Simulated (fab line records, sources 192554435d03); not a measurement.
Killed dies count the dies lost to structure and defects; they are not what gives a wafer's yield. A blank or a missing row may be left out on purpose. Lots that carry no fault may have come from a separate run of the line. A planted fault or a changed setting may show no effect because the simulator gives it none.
fab line records	flow n5_finfet	part 2 of 2: steps 4 to 6 of 6
record: lots: 24	wafers: 72	last_day: 18
route steps=1938 shown BEOL_M0@716
lots with no fault: from the same line, run without faults
start_h: hours from the record's first day to the start of the lot's first wafer shown	wait_h: time in hours since the lot's previous step	" unchanged from the row above	L1.1+2: a single row standing in for several wafers	- no value, or no start given	* or withheld: withheld	< > ~ a bound
route shown NAME@n: names a module that has steps shown in the file, with the first one's number in the route	usual: mean and standard deviation over wafers with no fault	same: alike in all rows	chamber/n: place in a boat	sites: readings site by site	_std_site: the values' standard deviation	_edge_site: the outer-site mean with the inner-site mean subtracted	radius_mm: how far each site lies from the wafer's centre	mask NAME#n: copy n	behind: tool/chamber where the wafer was last shaped	hold: cause of the lot's hold/its duration in hours/its outcome	device: the transistor (n, p or np) that didn't switch	end of line: at the end of the route, the tests of the same wafers	step lacking rows: just its recipe	killed: dies lost to structure and defects at the first sort, not the wafer's yield	map: per-die view of a wafer (x killed, . not killed, _ where there is no die)
set.NAME: the setting the step ran with; set.NAME@STEP: the setting that earlier step ran with	model.NAME: the simulator's own value behind a step, which no gauge read
the route's steps for a sample of lots (tables are steps, rows are wafers)
services: a tool's chamber out of use, with start hour (start_h, from the record's first day; less than 0 if before it), hours out, and reason
== steps ==
step: N5_BEOL_M0_STRIP_142
recipe: chemistry: N2/H2	time_s: 10	power_w: 450	temp_c: 40	pressure_mtorr: 20	rf_frequency_hz: 6e+07	bias_power_w: 7	n2_flow_sccm: 200	h2_flow_sccm: 200
usual: drypump_motor_current_A: 6.0/0.42	oes_product_au: 0.78/0.083	rf_vpp_V: 59.3/0.82	showerhead_plenum_p_Torr: 2.56/0.1	temp_c: 40.00/0.1	throttle_valve_pct: 23.6/0.37
lot.wafer	tool	chamber	start_h	wait_h	drypump_motor_current_A	oes_product_au	rf_hours_counter_h	rf_vpp_V	showerhead_plenum_p_Torr	temp_c	throttle_valve_pct
L074.1	rie_diel-04	0	120.30	0.0	5.9	0.93	15	60.0	2.72	40.01	24.1
L074.4	"	2	"	"	6.0	0.86	51	58.8	2.68	40.07	23.7
L074.6	"	0	"	"	5.9	0.93	-	58.9	2.72	39.85	24.1
L075.2	rie_diel-04	3	124.17	0.0	5.8	0.70	226	59.4	2.41	40.08	23.2
L075.3	"	2	"	"	5.9	0.87	52	58.3	2.68	40.07	23.7
L075.6	"	1	"	"	5.8	0.71	-	59.8	2.61	39.87	23.6
L076.1	rie_diel-02	2	137.21	0.0	5.9	0.72	224	59.8	2.48	40.09	23.2
L076.3	"	3	"	"	6.8	0.70	219	58.8	2.49	40.03	24.0
L076.6	"	2	"	"	5.8	0.71	-	59.3	2.48	39.97	23.2
L078.2	rie_diel-04	2	142.38	0.0	6.0	0.85	59	58.6	2.68	40.10	23.7
L078.3	"	3	"	"	5.8	0.69	232	58.4	2.40	39.72	23.2
L078.5	"	0	"	"	5.9	0.92	-	60.3	2.72	40.01	24.1
L077.2	rie_diel-02	2	148.09	0.0	5.8	0.70	230	59.5	2.48	40.06	23.2
L077.4	"	2	"	"	5.8	0.71	-	59.0	2.48	40.02	23.2
L077.6	"	0	"	"	5.8	0.72	-	58.8	2.41	39.97	23.3
L079.1	rie_diel-06	2	148.39	0.0	4.9	0.72	198	58.5	2.53	39.97	24.1
L079.5	"	0	"	"	6.4	0.76	-	58.1	2.57	39.82	23.7
L079.6	"	2	"	"	5.0	0.73	-	57.4	2.53	40.15	24.1
L080.1	rie_diel-06	2	151.38	0.0	4.9	0.73	199	57.9	2.53	39.92	24.1
L080.3	"	1	"	"	5.7	0.83	73	58.9	2.47	40.07	23.4
L080.5	"	0	"	"	6.4	0.76	-	60.6	2.57	39.98	23.7
L081.1	rie_diel-02	3	155.68	0.0	6.8	0.69	228	59.9	2.49	40.07	24.0
L081.2	"	0	"	"	5.8	0.73	174	58.3	2.41	39.97	23.3
L081.4	"	2	"	"	5.8	0.71	-	57.9	2.48	40.14	23.2
L082.2	rie_diel-04	1	161.21	0.0	5.8	0.69	247	59.3	2.60	40.03	23.6
L082.3	"	0	"	"	5.9	0.90	30	58.9	2.71	40.01	24.1
L082.4	"	2	"	"	6.0	0.84	68	61.1	2.67	39.92	23.7
L083.1	rie_diel-02	0	173.14	0.0	5.8	0.72	175	59.1	2.41	39.96	23.3
L083.5	"	2	"	"	5.8	0.71	-	57.2	2.48	40.04	23.2
L083.6	"	0	"	"	5.8	0.72	-	58.4	2.41	39.97	23.3
L084.3	rie_diel-04	2	178.54	0.0	6.0	0.84	77	60.9	2.67	40.03	23.7
L084.4	"	3	"	"	5.8	0.67	-	60.1	2.40	39.93	23.2
L084.6	"	2	"	"	6.0	0.83	-	60.2	2.67	39.95	23.7
L085.1	rie_diel-04	0	187.35	0.0	5.9	0.87	45	59.6	2.71	39.97	24.1
L085.3	"	3	"	"	5.8	0.67	254	58.8	2.40	40.10	23.2
L085.5	"	3	"	"	5.8	0.67	-	58.1	2.40	39.97	23.2
L086.1	rie_diel-06	3	193.68	0.0	6.4	0.78	138	59.8	2.66	39.88	24.0
L086.3	"	0	"	"	6.4	0.74	141	58.5	2.56	40.08	23.7
L086.6	"	1	"	"	5.8	0.80	-	59.3	2.46	40.15	23.5
L087.2	rie_diel-04	0	196.63	0.0	5.9	0.87	49	60.1	2.70	40.03	24.2
L087.5	"	0	"	"	5.9	0.86	-	59.5	2.70	40.07	24.2
L087.6	"	2	"	"	6.0	0.82	-	59.8	2.67	40.20	23.7
L088.1	rie_diel-06	2	203.59	0.0	4.9	0.71	223	59.4	2.52	39.89	24.1
L088.4	"	3	"	"	6.4	0.78	141	59.1	2.65	40.19	24.0
L088.5	"	3	"	"	6.4	0.77	-	60.1	2.65	40.01	24.0
L089.1	rie_diel-02	1	204.15	0.0	6.4	0.83	67	59.3	2.56	40.05	23.5
L089.4	"	3	"	"	6.8	0.67	241	60.2	2.48	40.18	24.0
L089.6	"	2	"	"	5.9	0.70	-	58.0	2.48	40.08	23.2
L091.2	rie_diel-02	0	215.99	0.0	5.8	0.71	193	58.6	2.40	39.94	23.3
L091.3	"	1	"	"	6.3	0.84	72	60.7	2.56	39.98	23.5
L091.5	"	1	"	"	6.3	0.82	-	59.3	2.56	39.95	23.5
L090.3	rie_diel-06	3	215.99	0.0	6.4	0.77	145	60.2	2.65	40.01	24.0
L090.4	"	1	"	"	5.8	0.79	104	58.8	2.46	39.99	23.5
L090.6	"	1	"	"	5.8	0.79	-	56.9	2.45	39.84	23.4
L093.3	rie_diel-06	0	228.19	0.0	6.4	0.73	152	59.9	2.55	40.16	23.7
L093.5	"	3	"	"	6.4	0.77	-	60.1	2.65	39.99	24.0
L093.6	"	0	"	"	6.4	0.73	-	59.1	2.55	40.04	23.7
L092.1	rie_diel-06	2	229.49	0.0	4.9	0.71	232	58.2	2.51	40.13	24.1
L092.2	"	0	"	"	6.4	0.73	153	57.9	2.55	39.79	23.7
L092.5	"	1	"	"	5.8	0.79	-	59.4	2.45	39.84	23.5
L094.2	rie_diel-04	2	244.40	0.0	6.0	0.80	101	60.4	2.66	40.02	23.7
L094.3	"	0	"	"	5.9	0.85	63	59.5	2.70	40.21	24.2
L094.6	"	0	"	"	5.9	0.85	-	60.5	2.70	40.09	24.2
L095.2	rie_diel-04	0	244.51	0.0	5.9	0.84	63	58.8	2.70	40.22	24.2
L095.5	"	1	"	"	5.9	0.92	-	57.9	2.59	39.94	23.3
L095.6	"	2	"	"	6.0	0.81	-	59.0	2.66	40.11	23.7
L097.2	rie_diel-04	2	254.67	0.0	6.0	0.80	105	60.9	2.66	40.14	23.7
L097.3	"	0	"	"	5.9	0.84	66	61.0	2.70	39.75	24.2
L097.6	"	2	"	"	6.0	0.79	-	58.2	2.66	40.04	23.7
L096.4	rie_diel-04	2	254.95	0.0	6.0	0.81	105	59.6	2.66	39.91	23.7
L096.5	"	0	"	"	5.9	0.85	-	59.6	2.70	39.96	24.2
L096.6	"	1	"	"	5.9	0.91	-	58.9	2.59	39.93	23.3
step: N5_BEOL_M0_ANNEAL_117
recipe: temp_c: 400	time_s: 60	ambient: vacuum
usual: heater_power_w: 828/110
lot.wafer	tool	chamber	start_h	wait_h	heater_power_w
L074.1	pvd_sputter-03	-	121.70	0.0	794
L074.4	"	-	"	"	748
L074.6	"	-	"	"	771
L075.2	pvd_sputter-02	-	127.31	0.0	1000
L075.3	"	-	"	"	754
L075.6	"	-	"	"	749
L076.1	pvd_sputter-01	-	139.51	0.0	741
L076.3	"	-	"	"	881
L076.6	"	-	"	"	837
L078.2	pvd_sputter-03	-	143.83	0.0	789
L078.3	"	-	"	"	647
L078.5	"	-	"	"	721
L077.2	pvd_sputter-02	-	150.18	0.0	977
L077.4	"	-	"	"	803
L077.6	"	-	"	"	773
L079.1	pvd_sputter-02	-	150.62	0.0	1014
L079.5	"	-	"	"	988
L079.6	"	-	"	"	981
L080.1	pvd_sputter-02	-	155.05	0.0	994
L080.3	"	-	"	"	818
L080.5	"	-	"	"	807
L081.1	pvd_sputter-01	-	159.67	0.0	934
L081.2	"	-	"	"	847
L081.4	"	-	"	"	898
L082.2	pvd_sputter-03	-	165.62	0.0	651
L082.3	"	-	"	"	945
L082.4	"	-	"	"	782
L083.1	pvd_sputter-03	-	175.21	0.0	649
L083.5	"	-	"	"	732
L083.6	"	-	"	"	955
L084.3	pvd_sputter-03	-	181.02	0.0	926
L084.4	"	-	"	"	664
L084.6	"	-	"	"	776
L085.1	pvd_sputter-02	-	189.25	0.0	766
L085.3	"	-	"	"	1010
L085.5	"	-	"	"	995
L086.1	pvd_sputter-01	-	196.31	0.0	831
L086.3	"	-	"	"	914
L086.6	"	-	"	"	752
L087.2	pvd_sputter-02	-	199.35	0.0	793
L087.5	"	-	"	"	1023
L087.6	"	-	"	"	816
L088.1	pvd_sputter-01	-	206.68	0.0	776
L088.4	"	-	"	"	915
L088.5	"	-	"	"	779
L089.1	pvd_sputter-03	-	207.06	0.0	651
L089.4	"	-	"	"	902
L089.6	"	-	"	"	791
L091.2	pvd_sputter-02	-	217.62	0.0	993
L091.3	"	-	"	"	794
L091.5	"	-	"	"	799
L090.3	pvd_sputter-03	-	219.28	0.0	947
L090.4	"	-	"	"	772
L090.6	"	-	"	"	653
L093.3	pvd_sputter-02	-	230.09	0.0	1006
L093.5	"	-	"	"	747
L093.6	"	-	"	"	1002
L092.1	pvd_sputter-03	-	234.31	0.0	947
L092.2	"	-	"	"	780
L092.5	"	-	"	"	791
L094.2	pvd_sputter-02	-	246.12	0.0	999
L094.3	"	-	"	"	749
L094.6	"	-	"	"	778
L095.2	pvd_sputter-03	-	246.15	0.0	723
L095.5	"	-	"	"	929
L095.6	"	-	"	"	719
L097.2	pvd_sputter-03	-	257.63	0.0	718
L097.3	"	-	"	"	927
L097.6	"	-	"	"	766
L096.4	pvd_sputter-03	-	258.07	0.0	715
L096.5	"	-	"	"	730
L096.6	"	-	"	"	653
step: N5_BEOL_M0_PRE_CLEAN_131
recipe: gas: NH3/H2	time_s: 15	temp_c: *	rf_power_w: 300
usual: heater_power_w: 83/22
lot.wafer	tool	chamber	start_h	wait_h	heater_power_w
L074.1	cvd_co-01	0	122.81	0.0	66
L074.4	"	0	"	"	66
L074.6	"	2	"	"	66
L075.2	cvd_co-01	2	128.42	0.0	64
L075.3	"	2	"	"	65
L075.6	"	2	"	"	68
L076.1	cvd_co-01	0	140.75	0.0	64
L076.3	"	2	"	"	65
L076.6	"	0	"	"	68
L078.2	cvd_co-02	0	144.95	0.0	85
L078.3	"	1	"	"	131
L078.5	"	0	"	"	87
L077.2	cvd_co-01	1	151.29	0.0	74
L077.4	"	2	"	"	64
L077.6	"	1	"	"	76
L079.1	cvd_co-01	0	151.80	0.0	68
L079.5	"	1	"	"	74
L079.6	"	2	"	"	65
L080.1	cvd_co-01	0	156.16	0.0	66
L080.3	"	1	"	"	73
L080.5	"	1	"	"	74
L081.1	cvd_co-01	2	160.78	0.0	66
L081.2	"	0	"	"	66
L081.4	"	2	"	"	66
L082.2	cvd_co-01	2	166.73	0.0	65
L082.3	"	0	"	"	65
L082.4	"	0	"	"	67
L083.1	cvd_co-02	2	176.31	0.0	99
L083.5	"	0	"	"	84
L083.6	"	2	"	"	97
L084.3	cvd_co-02	0	182.14	0.0	86
L084.4	"	0	"	"	85
L084.6	"	2	"	"	96
L085.1	cvd_co-02	0	190.35	0.0	83
L085.3	"	1	"	"	129
L085.5	"	2	"	"	98
L086.1	cvd_co-01	2	197.47	0.1	65
L086.3	"	0	"	"	66
L086.6	"	1	"	"	75
L087.2	cvd_co-02	0	200.54	0.1	86
L087.5	"	2	"	"	98
L087.6	"	1	"	"	132
L088.1	cvd_co-01	0	207.80	0.0	65
L088.4	"	2	"	"	64
L088.5	"	0	"	"	67
L089.1	cvd_co-01	0	208.16	0.0	66
L089.4	"	2	"	"	64
L089.6	"	1	"	"	74
L091.2	cvd_co-02	2	219.29	0.0	99
L091.3	"	1	"	"	129
L091.5	"	2	"	"	97
L090.3	cvd_co-02	0	220.39	0.0	85
L090.4	"	1	"	"	130
L090.6	"	2	"	"	98
L093.3	cvd_co-02	2	231.47	0.0	100
L093.5	"	0	"	"	87
L093.6	"	2	"	"	100
L092.1	cvd_co-01	0	235.43	0.0	67
L092.2	"	1	"	"	75
L092.5	"	2	"	"	66
L094.2	cvd_co-01	1	247.45	0.0	75
L094.3	"	0	"	"	66
L094.6	"	1	"	"	75
L095.2	cvd_co-02	1	247.58	0.0	130
L095.5	"	2	"	"	99
L095.6	"	0	"	"	84
L097.2	cvd_co-02	0	258.73	0.0	84
L097.3	"	2	"	"	100
L097.6	"	1	"	"	130
L096.4	cvd_co-01	1	259.19	0.1	72
L096.5	"	0	"	"	68
L096.6	"	2	"	"	65
== services ==
tool	chamber	start_h	hours	kind
rie_diel-02	2	98.16	2.6	repair
pvd_sputter-03	-	114.05	5.8	repair
rie_diel-02	3	114.24	1.8	repair
rie_diel-04	-	137.64	1.0	repair
pvd_sputter-02	-	138.18	3.5	repair
rie_metal-02	1	144.34	5.8	repair
rie_metal-03	-	145.86	2.8	pm
rie_diel-02	-	158.13	14.6	pm
cvd_co-02	2	163.16	7.5	repair
rie_diel-04	1	166.78	-	clean
rie_diel-04	1	166.78	-	consumable_replace:focus_ring
rie_diel-04	1	166.78	21.4	scheduled_down
rie_diel-04	1	166.78	21.4	vent_cycle
rie_metal-03	1	176.82	6.0	repair
cvd_co-01	0	188.27	2.6	repair
rie_diel-04	3	188.31	-	clean
rie_diel-04	3	188.31	-	consumable_replace:focus_ring
rie_diel-04	3	188.31	-	consumable_replace:showerhead
rie_diel-04	3	188.31	15.4	scheduled_down
rie_diel-06	2	189.17	6.4	repair
rie_metal-03	0	191.21	15.5	repair
rie_diel-06	-	195.09	0.2	repair
cvd_co-01	-	218.10	0.7	repair
cvd_co-01	-	244.77	0.8	repair
